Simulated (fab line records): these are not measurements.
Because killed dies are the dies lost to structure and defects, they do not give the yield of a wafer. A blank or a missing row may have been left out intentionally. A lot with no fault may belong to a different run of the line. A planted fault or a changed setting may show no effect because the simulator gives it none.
fab line records	flow nand-harc
[record] lots = 13	wafers = 39	last-day = 34
route steps=1302 shown P_GATE@185 P_CONTACT@240 END@1302
lots with no fault: from the same line, run without faults
start-h: hours from the record's opening day to when the first of the lot's shown wafers began	wait-h: how many hours have passed since the lot's step before this one	" the same as in the row above	L1.1+2: one row covering several wafers at once	- no value present, or no start provided	* or withheld: withheld	< > ~ a bound
route shown NAME@n: a module of which the file shows steps, and the number in the route of the first	usual: the fault-free wafers' mean and standard deviation	same: alike in all rows	chamber/n: place in a boat	sites: the reading at each site	_std_site: standard deviation of those values	_edge_site: mean of outer sites minus mean of inner sites	radius-mm: for every site, how far away it sits from the centre of the wafer	mask NAME#n: copy n	behind: the last tool/chamber to shape the wafer	hold: the reason the lot was held/the length of the hold in hours/how it ended	device: the transistor (n, p or np) that didn't switch	end of line: the route-end tests of the same wafers	step lacking rows: just its recipe	killed: the dies lost at the first sort to structure and to defects; this is not the yield of the wafer	map: shows each die of a wafer: x if killed, . if not, _ if none is there
set.NAME: the setting as run; set.NAME@STEP: as run at that earlier step	model.NAME: the simulator's own value behind a step, which no gauge read
one table for each step of the route and one row for each wafer, over a sample of lots
services: a tool's chamber out of use, with start hour (start-h, from the record's first day; less than 0 if before it), hours out, and reason
[[steps]]
[step NHARC_P_GATE_CD_MEAS_59]
[recipe] target-cd-nm = 720	landing-energy-ev = 500
[usual] cd-nm = 718.7/2.9
lot.wafer	tool	chamber	start-h	wait-h	cd-nm
L419.1	cd-sem-01	0	110.59	-	718.7
L419.2	"	0	"	"	719.8
L419.6	"	0	"	"	716.8
L420.1	cd-sem-03	0	125.55	-	719.8
L420.2	"	0	"	"	722.4
L420.6	"	0	"	"	724.0
L421.3	cd-sem-01	0	125.78	-	715.9
L421.4	"	0	"	"	716.0
L421.5	"	0	"	"	715.3
L422.1	cd-sem-01	0	142.42	-	714.5
L422.2	"	0	"	"	717.6
L422.4	"	0	"	"	720.5
L423.2	cd-sem-02	0	147.99	-	724.6
L423.5	"	0	"	"	719.9
L423.6	"	0	"	"	719.0
L424.2	cd-sem-02	0	158.61	-	715.4
L424.3	"	0	"	"	715.9
L424.4	"	0	"	"	720.4
L425.2	cd-sem-03	0	170.15	-	722.7
L425.4	"	0	"	"	722.3
L425.6	"	0	"	"	724.5
L426.1	cd-sem-01	0	178.84	-	715.9
L426.5	"	0	"	"	719.1
L426.6	"	0	"	"	718.0
L434.1	cd-sem-02	0	273.20	-	719.8
L434.5	"	0	"	"	715.9
L434.6	"	0	"	"	712.2
L438.2	cd-sem-03	0	297.33	-	724.8
L438.5	"	0	"	"	724.9
L438.6	"	0	"	"	721.6
L439.2	cd-sem-02	0	312.56	-	714.0
L439.3	"	0	"	"	715.2
L439.5	"	0	"	"	719.2
L440.1	cd-sem-01	0	327.73	-	723.6
L440.4	"	0	"	"	722.3
L440.6	"	0	"	"	722.1
L441.1	cd-sem-03	0	331.27	-	716.8
L441.4	"	0	"	"	714.7
L441.6	"	0	"	"	718.1
[step NHARC_P_GATE_CD_MEAS_91]
[recipe] target-cd-nm = 2000	landing-energy-ev = 500
[usual] cd-nm = 1998.5/2.1
lot.wafer	tool	chamber	start-h	wait-h	cd-nm
L419.1	cd-sem-02	0	112.17	-	1999.1
L419.2	"	0	"	"	1996.2
L419.6	"	0	"	"	1994.2
L420.1	cd-sem-01	0	127.28	-	2000.4
L420.2	"	0	"	"	1998.5
L420.6	"	0	"	"	1994.1
L421.3	cd-sem-02	0	127.51	-	1997.9
L421.4	"	0	"	"	1996.9
L421.5	"	0	"	"	1998.0
L422.1	cd-sem-01	0	144.12	-	1993.9
L422.2	"	0	"	"	2002.5
L422.4	"	0	"	"	1999.3
L423.2	cd-sem-03	0	149.61	-	1997.5
L423.5	"	0	"	"	2001.3
L423.6	"	0	"	"	2001.8
L424.2	cd-sem-03	0	160.33	-	1999.3
L424.3	"	0	"	"	1996.6
L424.4	"	0	"	"	1996.8
L425.2	cd-sem-02	0	172.08	-	2000.9
L425.4	"	0	"	"	1999.8
L425.6	"	0	"	"	1999.3
L426.1	cd-sem-02	0	180.45	-	1995.2
L426.5	"	0	"	"	1998.0
L426.6	"	0	"	"	1999.2
L434.1	cd-sem-01	0	274.93	-	1994.6
L434.5	"	0	"	"	1998.6
L434.6	"	0	"	"	1998.1
L438.2	cd-sem-03	0	299.03	-	2000.2
L438.5	"	0	"	"	1996.8
L438.6	"	0	"	"	1996.8
L439.2	cd-sem-03	0	314.29	-	1993.5
L439.3	"	0	"	"	2001.4
L439.5	"	0	"	"	1999.1
L440.1	cd-sem-01	0	329.59	-	1997.5
L440.4	"	0	"	"	1998.2
L440.6	"	0	"	"	1995.7
L441.1	cd-sem-02	0	333.01	-	1999.1
L441.4	"	0	"	"	1999.2
L441.6	"	0	"	"	1999.1
[step NHARC_P_GATE_RTA_80]
[recipe] temp-c = 300	time-s = 30
[usual] lamp-power-pct = 2.15/0.078	lamp_zone_6_pct = 2.13/0.078	wafer_temp_C_max = 301.6/0.36
lot.wafer	tool	chamber	start-h	wait-h	lamp-power-pct	lamp_zone_6_pct	wafer_temp_C_max
L419.1	rtp-anneal-01	0	114.58	-	2.09	2.07	301.4
L419.2	"	0	"	"	2.09	2.07	301.6
L419.6	"	0	"	"	2.09	2.07	301.5
L420.1	rtp-anneal-01	0	129.72	-	2.09	2.07	301.4
L420.2	"	0	"	"	2.09	2.07	301.4
L420.6	"	0	"	"	2.08	2.07	301.5
L421.3	rtp-anneal-02	0	130.01	-	2.25	2.22	301.3
L421.4	"	0	"	"	2.25	2.23	302.4
L421.5	"	0	"	"	2.25	2.22	301.9
L422.1	rtp-anneal-01	0	146.53	-	2.09	2.06	301.0
L422.2	"	0	"	"	2.09	2.07	301.4
L422.4	"	0	"	"	2.09	2.07	301.4
L423.2	rtp-anneal-02	0	152.07	-	2.24	2.22	302.1
L423.5	"	0	"	"	2.24	2.22	301.7
L423.6	"	0	"	"	2.25	2.22	301.7
L424.2	rtp-anneal-02	0	162.82	-	2.26	2.24	301.9
L424.3	"	0	"	"	2.26	2.23	301.7
L424.4	"	0	"	"	2.26	2.24	301.9
L425.2	rtp-anneal-02	0	174.62	-	2.25	2.22	301.7
L425.4	"	0	"	"	2.25	2.22	302.7
L425.6	"	0	"	"	2.24	2.22	302.0
L426.1	rtp-anneal-01	0	182.86	-	2.09	2.07	301.7
L426.5	"	0	"	"	2.09	2.07	302.0
L426.6	"	0	"	"	2.09	2.07	301.6
L434.1	rtp-anneal-01	0	277.35	-	2.09	2.07	301.5
L434.5	"	0	"	"	2.09	2.07	301.4
L434.6	"	0	"	"	2.09	2.07	301.6
L438.2	rtp-anneal-01	0	301.45	-	2.09	2.07	301.3
L438.5	"	0	"	"	2.09	2.06	302.2
L438.6	"	0	"	"	2.09	2.07	301.1
L439.2	rtp-anneal-02	0	316.75	-	2.25	2.22	302.9
L439.3	"	0	"	"	2.24	2.22	301.8
L439.5	"	0	"	"	2.25	2.22	302.2
L440.1	rtp-anneal-01	0	332.19	-	2.09	2.07	301.5
L440.4	"	0	"	"	2.09	2.06	301.3
L440.6	"	0	"	"	2.08	2.06	301.6
L441.1	rtp-anneal-02	0	335.58	-	2.25	2.23	301.6
L441.4	"	0	"	"	2.25	2.23	302.0
L441.6	"	0	"	"	2.25	2.23	302.3
[step NHARC_P_CONTACT_ETCH_31]
[recipe] target-depth-a = 300	time-s = 85.7	ion-energy-ev = 120	over-etch-frac = 1	ch3f-flow-sccm = 50	o2-flow-sccm = 30	ar-flow-sccm = 200	rf-w = 500	bias-w = 100	chemistry = CH3F/O2
[usual] drypump-motor-current-A = 5.6/0.43	o2-flow-sccm = 29.99/0.098	oes-product-au = 0.982/0.015	rf-vpp-V = 244.7/1.6	showerhead-plenum-p-Torr = 2.48/0.093	throttle-valve-pct = 20.663/0.0097
lot.wafer	tool	chamber	start-h	wait-h	drypump-motor-current-A	o2-flow-sccm	oes-product-au	rf-hours-counter-h	rf-vpp-V	showerhead-plenum-p-Torr	throttle-valve-pct
L419.1	rie-diel-06	1	117.79	-	5.9	30.05	0.978	5.9	245.1	2.51	20.678
L419.2	"	3	"	"	5.0	29.85	0.958	5.7	242.7	2.36	20.663
L419.6	"	1	"	"	5.9	30.04	0.971	-	244.4	2.51	20.653
L420.1	rie-diel-01	0	132.93	-	5.5	29.88	0.999	2.8	247.3	2.63	20.671
L420.2	"	3	"	"	6.2	30.18	0.983	2.3	244.8	2.50	20.669
L420.6	"	1	"	"	5.1	29.84	0.983	-	242.6	2.41	20.653
L421.3	rie-diel-04	3	133.28	-	5.5	30.03	0.953	8.3	243.6	2.42	20.659
L421.4	"	0	"	"	4.9	30.09	0.974	4.1	243.1	2.42	20.667
L421.5	"	0	"	"	4.9	30.02	0.967	-	243.1	2.42	20.673
L422.1	rie-diel-04	2	149.98	-	5.4	30.00	0.986	9.0	247.7	2.63	20.650
L422.2	"	3	"	"	5.5	30.17	0.973	9.3	245.1	2.41	20.661
L422.4	"	0	"	"	4.9	29.88	1.002	5.1	244.1	2.42	20.678
L423.2	rie-diel-04	0	155.12	-	4.9	29.92	1.005	5.4	243.2	2.42	20.668
L423.5	"	0	"	"	4.9	29.85	0.991	-	244.8	2.42	20.663
L423.6	"	1	"	"	5.8	30.07	0.978	-	247.7	2.61	20.682
L424.3	rie-diel-04	1	165.87	-	5.9	29.93	0.978	10.0	245.9	2.61	20.678
L424.2	"	2	"	"	5.4	29.97	0.972	10.0	247.6	2.63	20.652
L424.4	"	3	"	"	5.5	29.96	0.649	10.2	244.1	2.41	20.648
L425.4	rie-diel-04	1	177.80	-	5.8	29.97	0.654	10.8	245.6	2.61	20.665
L425.2	"	3	"	"	5.5	30.06	0.987	10.8	244.6	2.42	20.676
L425.6	"	1	"	"	5.8	29.80	0.659	-	247.0	2.61	20.656
L426.1	rie-diel-06	0	185.92	-	5.8	29.87	0.975	0.9	244.4	2.40	20.684
L426.6	"	0	"	"	5.8	29.92	0.973	-	243.8	2.40	20.665
L426.5	"	1	"	"	5.8	30.03	1.018	-	246.0	2.51	20.649
L434.1	rie-diel-04	3	280.57	-	5.5	29.89	0.992	3.4	243.6	2.41	20.663
L434.6	"	2	"	"	5.4	30.05	0.978	-	248.3	2.63	20.674
L434.5	"	3	"	"	5.5	29.92	0.982	-	245.5	2.41	20.677
L438.2	rie-diel-04	0	304.64	-	4.9	30.02	1.011	5.0	244.2	2.41	20.675
L438.6	"	0	"	"	4.9	29.85	1.011	-	243.9	2.41	20.643
L438.5	"	1	"	"	5.8	29.96	0.979	-	247.2	2.61	20.654
L439.3	rie-diel-04	3	319.91	-	5.5	29.88	0.986	5.5	243.7	2.41	20.678
L439.2	"	0	"	"	4.9	29.97	1.001	5.5	243.8	2.41	20.670
L439.5	"	3	"	"	5.5	29.98	0.980	-	242.9	2.41	20.656
L440.1	rie-diel-04	0	335.39	-	4.9	29.95	0.992	6.7	243.0	2.41	20.645
L440.4	"	2	"	"	5.4	29.98	0.957	7.1	247.7	2.62	20.650
L440.6	"	1	"	"	5.9	30.01	0.958	-	248.2	2.61	20.664
L441.4	rie-diel-06	2	338.68	-	6.2	29.89	1.001	0.5	245.3	2.45	20.659
L441.1	"	3	"	"	5.0	29.94	0.987	0.5	242.6	2.36	20.661
L441.6	"	2	"	"	6.2	29.97	0.993	-	244.4	2.45	20.672
[step NHARC_END_SORT_01]
[recipe] temp-c = 25
[usual] killed-at-array = 63/27	killed-at-other = 0.7/1.2	killed-at-periphery = 3.1/2	killed-dies = 67/28	killed-open = 3.0/1.9	killed-short = 2.2/1.5
[same] gross-dies = 677
lot.wafer	tool	chamber	start-h	wait-h	killed-at-array	killed-at-other	killed-at-periphery	killed-dies	killed-open	killed-short
L424.2	prober-01	0	606.35	2.8	103	2	5	110	2	3
L424.3	prober-01	0	607.15	3.1	92	0	10	102	3	2
L424.4	prober-01	0	607.95	3.4	83	3	19	105	0	0
L425.2	prober-02	0	616.52	2.8	21	0	6	27	3	3
L425.4	prober-02	0	618.10	3.4	23	0	14	37	3	1
L425.6	prober-02	0	619.68	4.0	20	1	9	30	3	2
// killed by level:class
L424.2 A_CHANNEL_HOLE_D2:chamber-film-flake=35 A_SLIT:chamber-film-flake=29 A_CHANNEL_HOLE_D1:chamber-film-flake=28 P_GATE:chamber-film-flake=4 A_STAIRCASE:chamber-film-flake=3 A_ZERO_WELL:chamber-film-flake=2 THIN_TSV:chamber-film-flake=2 P_GATE:geometric-particle:short=1
L424.3 A_CHANNEL_HOLE_D1:chamber-film-flake=31 A_SLIT:chamber-film-flake=29 A_CHANNEL_HOLE_D2:chamber-film-flake=20 P_GATE:chamber-film-flake=6 A_CONTACT:chamber-film-flake=5 A_STAIRCASE:chamber-film-flake=3 P_CONTACT:geometric-particle:open=2 A_WL_FILL:geometric-particle:short=1
L424.4 A_SLIT:chamber-film-flake=29 A_CHANNEL_HOLE_D2:chamber-film-flake=24 A_CHANNEL_HOLE_D1:chamber-film-flake=23 P_CONTACT:area-etch=11 P_GATE:chamber-film-flake=3 P_STI:chamber-film-flake=3 A_STAIRCASE:chamber-film-flake=3 THIN_TSV:chamber-film-flake=3
L425.2 A_CHANNEL_HOLE_D2:chamber-film-flake=9 A_CONTACT:chamber-film-flake=5 P_BONDPAD:chamber-film-flake=3 A_WL_FILL:geometric-particle:short=2 A_CHANNEL_HOLE_D1:chamber-film-flake=2 P_CONTACT:geometric-particle:short=1 P_M0:geometric-particle:open=1 A_CHANNEL_FILL_D2:geometric-particle:open=1
L425.4 P_CONTACT:area-etch=13 A_CHANNEL_HOLE_D2:chamber-film-flake=11 A_SLIT:chamber-film-flake=3 A_M0:geometric-particle:open=2 A_STAIRCASE:chamber-film-flake=2 A_BONDPAD:chamber-film-flake=2 A_ONON_D1:geometric-particle:short=1 A_WL_FILL:geometric-particle:open=1
L425.6 A_CHANNEL_HOLE_D2:chamber-film-flake=7 P_CONTACT:area-etch=7 A_CHANNEL_HOLE_D1:chamber-film-flake=5 A_CONTACT:chamber-film-flake=3 A_BONDPAD:chamber-film-flake=2 P_CONTACT:geometric-particle:open=1 P_M0:geometric-particle:open=1 A_ONON_D1:geometric-particle:short=1
[[services]]
tool	chamber	start-h	hours	kind
rie-diel-01	1	102.99	10.8	repair
rie-diel-04	0	107.90	-	clean
rie-diel-04	1	107.90	-	clean
rie-diel-04	2	107.90	-	clean
rie-diel-04	3	107.90	-	clean
rie-diel-06	-	130.20	9.0	pm
rie-diel-04	0	132.40	-	clean
rie-diel-04	1	132.40	-	clean
rie-diel-04	2	132.40	-	clean
rie-diel-04	3	132.40	-	clean
rie-diel-01	0	150.16	2.4	repair
rie-diel-04	0	156.90	-	clean
rie-diel-04	-	177.90	9.0	pm
rie-diel-01	-	203.80	9.0	pm
rie-diel-04	1	251.05	5.3	repair
rie-diel-01	1	257.47	9.6	repair
rie-diel-01	3	258.48	7.2	repair
rie-diel-04	-	278.39	0.8	repair
rie-diel-04	1	292.88	6.1	repair
rie-diel-01	0	301.58	3.9	repair
rie-diel-01	1	302.73	5.7	repair
rie-diel-06	-	307.20	9.0	pm
rie-diel-06	-	319.12	0.9	repair
rie-diel-06	2	328.37	6.7	repair
[[key]]
[first-sign] step = NHARC_P_CONTACT_ETCH_31	reading = oes-product-au	direction = down	sigmas = 21	usual = 0.982	struck = 0.654
[effect] step = NHARC_END_SORT_01	reading = killed-at-periphery	direction = up	sigmas = 5.4	usual = 3.1	struck = 14
met-at NHARC_P_CONTACT_ETCH_31
struck-lots L424,L425
struck-wafers L424.4,L425.4,L425.6
tester-left-out L424,L425
not-acting-at NHARC_P_GATE_CD_MEAS_59,NHARC_P_GATE_CD_MEAS_91,NHARC_P_GATE_RTA_80
onset-between 155.12 165.87
[fault] kind = process-parameter-drift	tool = rie-diel-04	chamber = -	onset-h = 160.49	steps = NHARC_P_CONTACT_ETCH_31	channel = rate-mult	offset = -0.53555	shape = step	end-h = 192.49	scope = struck-wafers-only
// tester-left-out: of these lots the tester's yield and bins aren't shown, on N5 and GAA mostly nor the transistor test; their killed dies are dies lost to structure and defects alone, not to doping, threshold or leakage, so they don't give the yield
